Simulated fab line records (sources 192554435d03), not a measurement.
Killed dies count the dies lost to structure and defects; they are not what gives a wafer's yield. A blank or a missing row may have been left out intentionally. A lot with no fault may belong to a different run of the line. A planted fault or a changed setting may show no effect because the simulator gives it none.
Chamber matching / flow n5-finfet / 4 sister chambers for N5_BEOL_M12_ETCH_38 on rie-diel-04
The step etches SiCN in CF4/N2, target depth 68.7 nm, time 73.4 s. 4 wafers are shown with their chamber, then 12 later ones without.

WAFERS PAIRED WITH THEIR CHAMBERS
wafer=L086.2; chamber=1; drypump-motor-current-A (A)=5.6
wafer=L087.1; chamber=3; drypump-motor-current-A (A)=5.0
wafer=L087.2; chamber=2; drypump-motor-current-A (A)=5.7
wafer=L087.4; chamber=0; drypump-motor-current-A (A)=6.0

WAFERS MISSING THEIR CHAMBER
wafer=L091.2; drypump-motor-current-A (A)=5.0
wafer=L091.4; drypump-motor-current-A (A)=5.6
wafer=L091.6; drypump-motor-current-A (A)=5.1
wafer=L093.2; drypump-motor-current-A (A)=5.6
wafer=L093.3; drypump-motor-current-A (A)=5.7
wafer=L093.5; drypump-motor-current-A (A)=5.6
wafer=L097.3; drypump-motor-current-A (A)=5.6
wafer=L097.5; drypump-motor-current-A (A)=5.1
wafer=L097.6; drypump-motor-current-A (A)=6.0
wafer=L096.2; drypump-motor-current-A (A)=6.0
wafer=L096.4; drypump-motor-current-A (A)=5.0
wafer=L096.6; drypump-motor-current-A (A)=6.1

WHICH CHAMBER EACH ONE RAN IN
wafer=L091.2; from the rows above=3; in truth=3
wafer=L091.4; from the rows above=1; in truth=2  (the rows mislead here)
wafer=L091.6; from the rows above=3; in truth=3
wafer=L093.2; from the rows above=1; in truth=1
wafer=L093.3; from the rows above=2; in truth=2
wafer=L093.5; from the rows above=1; in truth=1
wafer=L097.3; from the rows above=1; in truth=1
wafer=L097.5; from the rows above=3; in truth=3
wafer=L097.6; from the rows above=0; in truth=0
wafer=L096.2; from the rows above=0; in truth=0
wafer=L096.4; from the rows above=3; in truth=3
wafer=L096.6; from the rows above=0; in truth=0
Correct placement for 11 of the 12. Not placeable from these rows: 0. Number placed wrongly: 1.
How it was worked out, from the rows above alone: a wafer's distance from a chamber is the root of the sum, over the readings, of the square of ((its reading less the chamber's mean) divided by the reading's scatter). The wafer belongs to the nearest chamber; if the next one is less than 2 further off, it can't be placed. Each chamber's mean is taken over the wafers shown for it. The scatter (one wafer shown for each chamber): square how far every hidden wafer sits from the nearest shown wafer, average those squares and take the square root.
